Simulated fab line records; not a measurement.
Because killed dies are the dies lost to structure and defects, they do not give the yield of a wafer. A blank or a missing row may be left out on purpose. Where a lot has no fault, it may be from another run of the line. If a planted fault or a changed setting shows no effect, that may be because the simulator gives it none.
fab line records ; flow nand-harc
record: lots: 5; wafers: 13; last-day: 24
route steps=1159 shown P_STI@91 P_GATE@111 END@1159
lots with no fault: from the same line, run without faults
start-h: start of the lot's first displayed wafer, in hours after the record's first day ; wait-h: how many hours have passed since the lot's step before this one ; " unchanged from the row above ; L1.1+2: several wafers, shown together as one row ; - no value present, or no start provided ; * or withheld: withheld ; < > ~ a bound
route shown NAME@n: names a module that has steps shown in the file, with the first one's number in the route ; usual: mean/standard deviation taken from wafers without a fault ; same: alike in all rows ; chamber/n: place in a boat ; sites: each site's reading ; _std_site: the values' standard deviation ; _edge_site: the outer-site mean with the inner-site mean subtracted ; radius-mm: for every site, how far away it sits from the centre of the wafer ; mask NAME#n: copy n ; behind: the last tool/chamber to shape the wafer ; hold: cause of the lot's hold/its duration in hours/its outcome ; device: whichever transistor did not switch (one of n, p or np) ; end of line: the same wafers' tests at the end of the route ; where a step has no rows: the recipe by itself ; killed: the dies lost at the first sort to structure and to defects; this is not the yield of the wafer ; map: dies across one wafer; x = killed, . = not, _ = none there
set.NAME: the setting as run; set.NAME@STEP: as run at that earlier step ; model.NAME: the simulator's own value behind a step, which no gauge read
lots at some steps of the route; a table a step, a row a wafer
services: from which hour (start-h, from the record's first day; less than 0 if before it) a tool's chamber was out of use, for how many hours, and why
== steps ==
step: NHARC_P_STI_CD_MEAS_16
usual: cd-nm: 199.2/1.8
lot.wafer;tool;chamber;start-h;wait-h;cd-nm
L830.2;cd-sem-02;-;40.45;-;199.5
L830.3;cd-sem-02;-;40.45;-;200.3
L830.5;cd-sem-02;-;40.45;-;197.8
L840.1;cd-sem-01;-;95.20;-;199.6
L840.2;cd-sem-01;-;95.20;-;198.6
L840.4;cd-sem-01;-;95.20;-;196.8
L846.3;cd-sem-01;-;133.25;-;200.8
L848.2;cd-sem-02;-;143.21;-;198.7
L848.3;cd-sem-02;-;143.21;-;195.4
L848.6;cd-sem-02;-;143.21;-;197.1
L851.4;cd-sem-02;-;161.99;-;198.4
L851.5;cd-sem-02;-;161.99;-;197.5
L851.6;cd-sem-02;-;161.99;-;198.9
step: NHARC_P_STI_OCD_MEAS_17
usual: trench-depth-nm: 303.2/2.6; trench-foot-cd-nm: 157.4/1.8
lot.wafer;tool;chamber;start-h;wait-h;trench-depth-nm;trench-foot-cd-nm
L830.2;ocd-01;-;40.53;0.1;299.4;159.7
L830.3;ocd-01;-;40.53;0.1;303.5;159.9
L830.5;ocd-01;-;40.53;0.1;302.0;157.3
L840.1;ocd-02;-;95.28;0.1;294.3;160.0
L840.2;ocd-02;-;95.28;0.1;301.1;157.7
L840.4;ocd-02;-;95.28;0.1;302.3;155.3
L846.3;ocd-02;-;133.34;0.1;300.8;159.5
L848.2;ocd-01;-;143.29;0.1;301.1;156.0
L848.3;ocd-01;-;143.29;0.1;301.3;153.0
L848.6;ocd-01;-;143.29;0.1;303.4;154.9
L851.4;ocd-01;-;162.08;0.1;302.8;157.2
L851.5;ocd-01;-;162.08;0.1;302.3;155.9
L851.6;ocd-01;-;162.08;0.1;301.9;157.2
step: NHARC_P_STI_STRIP_19
recipe: time-s: 900; temp-c: 130; chemistry: SPM
step: NHARC_P_STI_PRECLEAN_32
recipe: time-s: *; temp-c: 50; bath-age-min: 0; chemistry: SC1
step: NHARC_P_STI_SRD_23
step: NHARC_P_STI_OCD_MEAS_43
usual: trench-depth-nm: 303.2/2.7; trench-foot-cd-nm: 157.4/1.7
lot.wafer;tool;chamber;start-h;wait-h;trench-depth-nm;trench-foot-cd-nm
L830.2;ocd-01;-;41.04;-;299.0;159.3
L830.3;ocd-01;-;41.04;-;303.8;159.5
L830.5;ocd-01;-;41.04;-;302.4;157.7
L840.1;ocd-01;-;95.79;-;294.8;160.3
L840.2;ocd-01;-;95.79;-;300.5;157.8
L840.4;ocd-01;-;95.79;-;302.5;155.6
L846.3;ocd-01;-;133.84;-;301.1;158.7
L848.2;ocd-02;-;143.80;-;300.2;156.5
L848.3;ocd-02;-;143.80;-;301.7;153.1
L848.6;ocd-02;-;143.80;-;303.5;154.8
L851.4;ocd-02;-;162.61;-;301.9;156.7
L851.5;ocd-02;-;162.61;-;301.8;156.2
L851.6;ocd-02;-;162.61;-;301.4;157.9
step: NHARC_P_STI_OXIDE_33
recipe: target-thk-a: 100; temp-c: 1000; ox-time-s: 281; material: SiO2
step: NHARC_P_STI_HDPCVD_20
recipe: target-thk-a: withheld; sigma-open-frac: withheld; material: SiO2
step: NHARC_P_STI_ANNEAL_34
recipe: temp-c: 1000; time-s: 1800
step: NHARC_P_STI_CMP_21
recipe: t-overpolish-s: 20; target-thk-nm: 380.67
usual: edge-zone-pressure-frac: 1.000/0.0049; motor-current-A: 12.1/0.94; overpolish-run-s: 20.000/0.0094
lot.wafer;tool;chamber;start-h;wait-h;edge-zone-pressure-frac;motor-current-A;overpolish-run-s
L830.2;cmp-02;2;56.37;0.4;1.002;10.0;20.008
L830.3;cmp-02;0;56.37;0.4;1.004;13.4;20.012
L830.5;cmp-02;2;56.37;0.4;1.000;9.7;20.001
L840.1;cmp-04;0;113.71;0.4;1.008;11.1;20.002
L840.2;cmp-04;1;113.71;0.4;1.001;11.2;19.987
L840.4;cmp-04;2;113.71;0.4;0.996;11.3;19.988
L846.3;cmp-04;1;151.52;0.4;1.006;10.9;20.020
L848.2;cmp-04;0;163.05;0.4;0.989;12.3;19.990
L848.3;cmp-04;1;163.05;0.4;0.997;11.9;20.003
L848.6;cmp-04;0;163.05;0.4;1.004;11.4;19.990
L851.4;cmp-04;1;182.42;0.4;1.001;11.5;19.975
L851.6;cmp-04;3;182.42;0.4;0.994;13.5;20.010
L851.5;cmp-04;0;182.42;0.4;0.985;11.6;19.993
step: NHARC_P_STI_SRD_35
step: NHARC_P_STI_ETCH_36
recipe: target-depth-a: 388; chemistry: dHF; material: SiO2
lot.wafer;tool;chamber;start-h;wait-h
L830.2+3+5;wet-bench-05;4,6,0;56.70;0.0
L840.4+2+1;wet-bench-02;1,4,5;114.04;0.0
L846.3;wet-bench-02;6;151.77;0.0
L848.2+3+6;wet-bench-05;6,1,2;163.38;0.0
L851.6+4+5;wet-bench-05;7,0,1;182.70;0.0
step: NHARC_P_STI_STRIP_24
recipe: temp-c: 160; chemistry: H3PO4; material: Si3N4
step: NHARC_P_STI_ETCH_37
recipe: target-depth-a: 110; chemistry: dHF; material: SiO2
step: NHARC_P_STI_PRECLEAN_38
recipe: time-s: *; temp-c: 50; bath-age-min: 0; chemistry: SC1
step: NHARC_P_STI_SRD_39
step: NHARC_P_STI_OXIDE_40
recipe: target-thk-a: 100; temp-c: 900; ox-time-s: 1362; material: SiO2
step: NHARC_P_STI_INSPECT_25
usual: raw-defect-count: 211/85
lot.wafer;tool;chamber;start-h;wait-h;hold;raw-defect-count
L830.2;defect-inspect-02;-;64.90;0.4;-;233
L830.3;defect-inspect-02;-;64.90;0.4;-;94
L830.5;defect-inspect-02;-;64.90;0.4;-;124
L840.1;defect-inspect-01;-;122.06;0.4;-;107
L840.2;defect-inspect-01;-;122.06;0.4;-;153
L840.4;defect-inspect-01;-;122.06;0.4;-;192
L846.3;defect-inspect-01;-;159.87;0.4;await-dispo/0.2h/release;589
L846.3;defect-inspect-01;-;160.04;0.2;-;591
L848.2;defect-inspect-02;-;171.60;0.4;-;135
L848.3;defect-inspect-02;-;171.60;0.4;-;182
L848.6;defect-inspect-02;-;171.60;0.4;-;167
L851.4;defect-inspect-01;-;194.08;0.4;-;134
L851.5;defect-inspect-01;-;194.08;0.4;-;94
L851.6;defect-inspect-01;-;194.08;0.4;-;250
step: NHARC_P_GATE_PRECLEAN_70
recipe: time-s: *; temp-c: 50; bath-age-min: 0; chemistry: SC1
step: NHARC_P_GATE_SRD_01
step: NHARC_P_GATE_OXIDE_02
recipe: target-thk-a: 375; temp-c: 950; p-h2o-torr: 720; ox-time-s: 365; material: SiO2
step: NHARC_P_GATE_DEHYDRATE_03
recipe: temp-c: 150; time-s: 120
step: NHARC_P_GATE_HMDS_04
recipe: time-s: 30
step: NHARC_P_GATE_COAT_05
recipe: spin-rpm: 4690
step: NHARC_P_GATE_SOFTBAKE_06
recipe: temp-c: 122; time-s: 95
step: NHARC_P_GATE_EBR_07
step: NHARC_P_GATE_EXPOSE_08
recipe: na: 0.6; dose-mj: 16.75; mask-id: P_HV
step: NHARC_P_GATE_PEB_09
recipe: peb-temp-c: 118; peb-time-s: 85
step: NHARC_P_GATE_DEVELOP_10
recipe: time-s: 70
step: NHARC_P_GATE_CD_MEAS_11
recipe: target-cd-nm: 1640; landing-energy-ev: 500
usual: cd-nm: 1640.3/1.4
lot.wafer;tool;chamber;start-h;wait-h;cd-nm
L830.2;cd-sem-03;0;72.85;-;1639.2
L830.3;cd-sem-03;0;72.85;-;1642.3
L830.5;cd-sem-03;0;72.85;-;1640.3
L840.1;cd-sem-03;0;130.28;-;1640.4
L840.2;cd-sem-03;0;130.28;-;1639.7
L840.4;cd-sem-03;0;130.28;-;1640.7
L846.3;cd-sem-01;0;168.13;-;1639.9
L848.2;cd-sem-01;0;179.64;-;1640.2
L848.3;cd-sem-01;0;179.64;-;1639.7
L848.6;cd-sem-01;0;179.64;-;1641.2
L851.4;cd-sem-02;0;203.23;-;1640.8
L851.5;cd-sem-02;0;203.23;-;1642.3
L851.6;cd-sem-02;0;203.23;-;1640.5
step: NHARC_P_GATE_HARDBAKE_12
recipe: temp-c: 125; time-s: 80
step: NHARC_P_GATE_DESCUM_13
recipe: time-s: 3; o2-flow-sccm: 200; ar-flow-sccm: 0; bias-power-w: 0; chemistry: O2
usual: drypump-motor-current-A: 5.73/0.26; o2-flow-sccm: 200.0/0.63; oes-product-au: 1.001/0.0069; rf-vpp-V: 57.9/0.9; showerhead-plenum-p-Torr: 1.94/0.088; throttle-valve-pct: 11.313/0.0083
same: bias-power-w: 0; time-s: 3
lot.wafer;tool;chamber;start-h;wait-h;drypump-motor-current-A;o2-flow-sccm;oes-product-au;rf-hours-counter-h;rf-vpp-V;showerhead-plenum-p-Torr;throttle-valve-pct
L830.3;rie-diel-01;0;73.02;-;6.18;200.0;0.994;18;56.9;1.97;11.315
L830.2;rie-diel-01;1;73.02;-;5.88;200.7;0.994;18;57.6;2.02;11.316
L830.5;rie-diel-01;3;73.02;-;5.67;199.5;0.995;-;56.8;1.78;11.307
L840.2;rie-diel-01;1;130.74;-;5.84;200.1;0.994;29;59.0;2.01;11.316
L840.1;rie-diel-01;3;130.74;-;5.66;200.0;0.995;29;55.3;1.78;11.306
L840.4;rie-diel-01;0;130.74;-;6.18;200.3;0.996;29;59.5;1.97;11.302
L846.3;rie-diel-07;3;168.31;-;5.49;200.6;1.009;42;59.3;1.93;11.306
L848.3;rie-diel-02;3;179.80;-;6.09;199.6;0.991;8;58.1;1.99;11.324
L848.2;rie-diel-02;1;179.80;-;5.49;200.2;0.989;9;56.4;1.82;11.321
L848.6;rie-diel-02;3;179.80;-;6.11;199.7;0.991;-;58.2;1.99;11.304
L851.4;rie-diel-02;0;203.49;-;5.88;200.9;1.011;18;56.7;1.85;11.306
L851.6;rie-diel-02;0;203.49;-;5.84;200.6;0.998;-;57.8;1.85;11.316
L851.5;rie-diel-02;1;203.49;-;5.49;199.1;0.994;-;57.7;1.82;11.328
step: NHARC_P_GATE_ETCH_14
recipe: target-depth-a: 488; chemistry: dHF; material: SiO2
step: NHARC_P_GATE_STRIP_15
recipe: time-s: 780; temp-c: 130; chemistry: SPM
step: NHARC_P_GATE_PRECLEAN_71
recipe: time-s: *; temp-c: 50; bath-age-min: 0; chemistry: SC1
step: NHARC_P_GATE_SRD_72
step: NHARC_P_GATE_OXIDE_16
recipe: target-thk-a: 30; temp-c: 875; ox-time-s: 392; material: SiO2
step: NHARC_P_GATE_CVD_17
recipe: target-thk-a: 1500; temp-c: 620; time-s: 900; material: poly-Si
step: NHARC_P_GATE_HM_DEP_102
recipe: target-thk-a: 1200; temp-c: 400; material: aC
usual: throttle-valve-pct: 34.999/0.0099
lot.wafer;tool;chamber;start-h;wait-h;throttle-valve-pct
L830.2;acl-dep-03;0;85.23;0.5;35.001
L830.3;acl-dep-03;0;85.23;0.5;35.026
L830.5;acl-dep-03;0;85.23;0.5;35.009
L840.1;acl-dep-03;0;143.07;1.2;34.998
L840.2;acl-dep-03;0;143.07;1.2;34.998
L840.4;acl-dep-03;0;143.07;1.2;34.990
L846.3;acl-dep-03;0;184.20;3.9;34.980
L848.2;acl-dep-02;0;195.14;3.1;35.005
L848.3;acl-dep-02;0;195.14;3.1;34.999
L848.6;acl-dep-02;0;195.14;3.1;35.011
L851.4;acl-dep-03;0;216.32;0.7;34.994
L851.5;acl-dep-03;0;216.32;0.7;35.002
L851.6;acl-dep-03;0;216.32;0.7;35.009
step: NHARC_P_GATE_DEP_103
recipe: target-thk-a: 300; target-thk-nm: 30; temp-c: 400; flow-sccm: 200; rf-w: 350; material: SiON
usual: heater-power-w: 763/94
lot.wafer;tool;chamber;start-h;wait-h;heater-power-w
L830.2;pecvd-04;0;85.79;0.4;734
L830.3;pecvd-04;2;85.79;0.4;752
L830.5;pecvd-04;1;85.79;0.4;819
L840.2;pecvd-02;0;143.79;0.5;827
L840.1;pecvd-02;1;143.79;0.5;704
L840.4;pecvd-02;0;143.79;0.5;836
L846.3;pecvd-02;1;184.65;0.3;663
L848.3;pecvd-01;1;195.83;0.5;767
L848.2;pecvd-01;2;195.83;0.5;882
L848.6;pecvd-01;2;195.83;0.5;894
L851.4;pecvd-02;2;216.76;0.3;597
L851.6;pecvd-02;0;216.76;0.3;818
L851.5;pecvd-02;1;216.76;0.3;794
step: NHARC_P_GATE_INSPECT_28
usual: raw-defect-count: 7/3.3
lot.wafer;tool;chamber;start-h;wait-h;hold;raw-defect-count
L830.2;defect-inspect-02;-;86.61;0.0;-;5
L830.3;defect-inspect-02;-;86.61;0.0;-;5
L830.5;defect-inspect-02;-;86.61;0.0;-;9
L840.1;defect-inspect-02;-;144.56;0.0;-;6
L840.2;defect-inspect-02;-;144.56;0.0;-;4
L840.4;defect-inspect-02;-;144.56;0.0;-;3
L846.3;defect-inspect-01;-;185.47;0.0;await-dispo/0.2h/release;303
L846.3;defect-inspect-01;-;185.64;0.2;-;310
L848.2;defect-inspect-01;-;196.67;0.0;-;2
L848.3;defect-inspect-01;-;196.67;0.0;-;12
L848.6;defect-inspect-01;-;196.67;0.0;-;7
L851.4;defect-inspect-02;-;217.36;0.0;-;1
L851.5;defect-inspect-02;-;217.36;0.0;-;2
L851.6;defect-inspect-02;-;217.36;0.0;-;7
step: NHARC_P_GATE_INSPECT_68
usual: raw-defect-count: 198/76
lot.wafer;tool;chamber;start-h;wait-h;hold;raw-defect-count
L830.2;defect-inspect-02;-;104.85;0.1;-;224
L830.3;defect-inspect-02;-;104.85;0.1;-;117
L830.5;defect-inspect-02;-;104.85;0.1;-;132
L840.1;defect-inspect-01;-;164.11;0.2;-;104
L840.2;defect-inspect-01;-;164.11;0.2;-;156
L840.4;defect-inspect-01;-;164.11;0.2;-;170
L846.3;defect-inspect-01;-;212.29;0.1;await-dispo/0.2h/release;540
L846.3;defect-inspect-01;-;212.46;0.2;-;542
L848.2;defect-inspect-02;-;216.49;0.1;-;132
L848.3;defect-inspect-02;-;216.49;0.1;-;195
L848.6;defect-inspect-02;-;216.49;0.1;-;181
L851.4;defect-inspect-01;-;235.97;0.1;-;146
L851.5;defect-inspect-01;-;235.97;0.1;-;101
L851.6;defect-inspect-01;-;235.97;0.1;-;240
step: NHARC_END_SORT_01
recipe: temp-c: 25
usual: killed-at-array: 26/9.6; killed-at-other: 0.7/0.92; killed-at-periphery: 3.8/2.7; killed-dies: 31/10; killed-open: 3.3/1.7; killed-short: 1.8/1.3
same: gross-dies: 677
lot.wafer;tool;chamber;start-h;wait-h;killed-at-array;killed-at-other;killed-at-periphery;killed-dies;killed-open;killed-short
L848.2;prober-02;0;553.22;2.8;19;0;4;23;3;0
L848.3;prober-02;0;554.01;3.1;24;1;8;33;6;2
L848.6;prober-02;0;556.38;4.0;26;0;8;34;6;0
L846.3;prober-02;0;576.72;3.1;15;0;60;75;1;4
killed by level:class
L848.2 A_SLIT:chamber-film-flake=7 A_CONTACT:chamber-film-flake=4 A_CHANNEL_HOLE_D1:chamber-film-flake=3 P_CONTACT:geometric-particle:open=2 A_CHANNEL_FILL_D1:chamber-film-flake=2 A_SGD_CUT:geometric-particle:open=1 P_GATE:chamber-film-flake=1 P_M0:chamber-film-flake=1
L848.3 A_SLIT:chamber-film-flake=11 A_CHANNEL_HOLE_D1:chamber-film-flake=4 P_M0:chamber-film-flake=3 A_CONTACT:chamber-film-flake=2 P_GATE:geometric-particle:open=1 P_M0:geometric-particle:short=1 P_M0:geometric-particle:open=1 A_ONON_D1:geometric-particle:short=1
L848.6 A_SLIT:chamber-film-flake=11 P_M0:chamber-film-flake=4 A_CHANNEL_HOLE_D1:chamber-film-flake=4 A_WL_FILL:geometric-particle:open=3 A_CHANNEL_FILL_D1:chamber-film-flake=3 A_STAIRCASE:chamber-film-flake=3 P_CONTACT:geometric-particle:open=2 P_ZERO_WELL:chamber-film-flake=2
L846.3 P_STI:unspecified=58 A_CONTACT:chamber-film-flake=4 A_CHANNEL_FILL_D1:geometric-particle:short=3 P_ZERO_WELL:chamber-film-flake=2 A_CHANNEL_FILL_D1:chamber-film-flake=2 A_STAIRCASE:chamber-film-flake=2 A_ONON_D1:geometric-particle:open=1 A_CONTACT:geometric-particle:short=1
map L846.3 (x killed, . not)
____________.____________
_________......._________
_______...x.x....._______
______.............______
_____..............._____
____.................____
____.x...x...........____
___...xx..............___
___x..................___
__.............x.......__
__...............x.....__
_......................._
_..........x............_
_..x..x................._
_.....................x._
_............x........x._
....................x.xxx
...................xxxxxx
..................x.xxxxx
...................xxxxxx
.........x........xxxxxxx
_..................xxxxx_
_..................xxxxx_
_.................x.xxxx_
_..................xxxxx_
_.........x.........xxxx_
__..................x.x__
__..................x.x__
___............x......___
___...................___
____.................____
____.................____
_____..............._____
______.............______
_______..........._______
_________......._________
____________.____________
map L840.2 (x killed, . not)
____________x____________
_________x......_________
_______.....x....._______
______.............______
_____........x......_____
____....x............____
____.................____
___...................___
___.............x.....___
__.....................__
__.....................__
_......................._
_.......x..............._
_......................._
_..........x............_
_......................._
.........................
.........................
...............x.........
.....x..x................
..xxx.xxxx...............
_....x.x................_
_....xx.x.............xx_
_.......x..............._
_.x.x..xx.............xx_
_....x.x.............xxx_
__.....................__
__..................x..__
___..................x___
___...................___
____.................____
____.................____
_____..............._____
______.......x.....______
_______..x....x..._______
_________......._________
____________.____________
== services ==
tool;chamber;start-h;hours;kind
pecvd-02;1;35.17;3.7;repair
acl-dep-03;-;43.21;13.0;pm
cmp-04;-;43.53;0.2;repair
pecvd-02;1;49.34;5.4;repair
cmp-02;-;55.93;0.4;repair
cmp-04;-;65.37;1.8;repair
cmp-04;-;76.17;0.5;repair
wet-bench-05;-;90.89;2.8;repair
cmp-04;-;105.17;4.0;pm
pecvd-02;1;114.43;6.6;repair
rie-diel-02;3;117.22;18.1;repair
pecvd-02;2;128.28;6.7;repair
rie-diel-01;-;137.80;9.0;pm
rie-diel-02;-;150.83;9.0;pm
pecvd-02;-;153.00;13.0;pm
wet-bench-02;-;180.00;8.0;pm
cmp-04;-;181.05;0.7;repair
rie-diel-02;-;182.41;0.1;repair
pecvd-02;-;186.64;0.7;repair
rie-diel-01;3;191.09;14.9;repair
wet-bench-05;-;196.80;8.0;pm
cmp-04;-;203.17;4.0;pm
wet-bench-05;-;205.97;2.5;repair
pecvd-02;2;207.89;5.6;repair
== key ==
first-sign: step: NHARC_P_STI_INSPECT_25; reading: visit; direction: added
effect: step: NHARC_P_STI_INSPECT_25; reading: raw-defect-count; direction: up; sigmas: 4.4; usual: 211; struck: 589
effect: step: NHARC_P_GATE_INSPECT_28; reading: raw-defect-count; direction: up; sigmas: 90; usual: 7; struck: 303
effect: step: NHARC_P_GATE_INSPECT_68; reading: raw-defect-count; direction: up; sigmas: 4.5; usual: 198; struck: 540
effect: step: NHARC_END_SORT_01; reading: killed-at-periphery; direction: up; sigmas: 21; usual: 3.8; struck: 60
more-kills-born-at: NHARC_P_STI_ETCH_36@wet-bench-02: 58
met-at NHARC_P_STI_ETCH_36
struck-wafers L846.3
tester-left-out L846
fault: kind: chamber-particle-source; tool: wet-bench-02; chamber: 6; onset-h: 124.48; steps: NHARC_P_STI_ETCH_36; rate-per-visit-cm2: 0.49407; end-h: 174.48
tester-left-out: of these lots the tester's yield and bins aren't shown, on N5 and GAA mostly nor the transistor test; their killed dies are dies lost to structure and defects alone, not to doping, threshold or leakage, so they don't give the yield
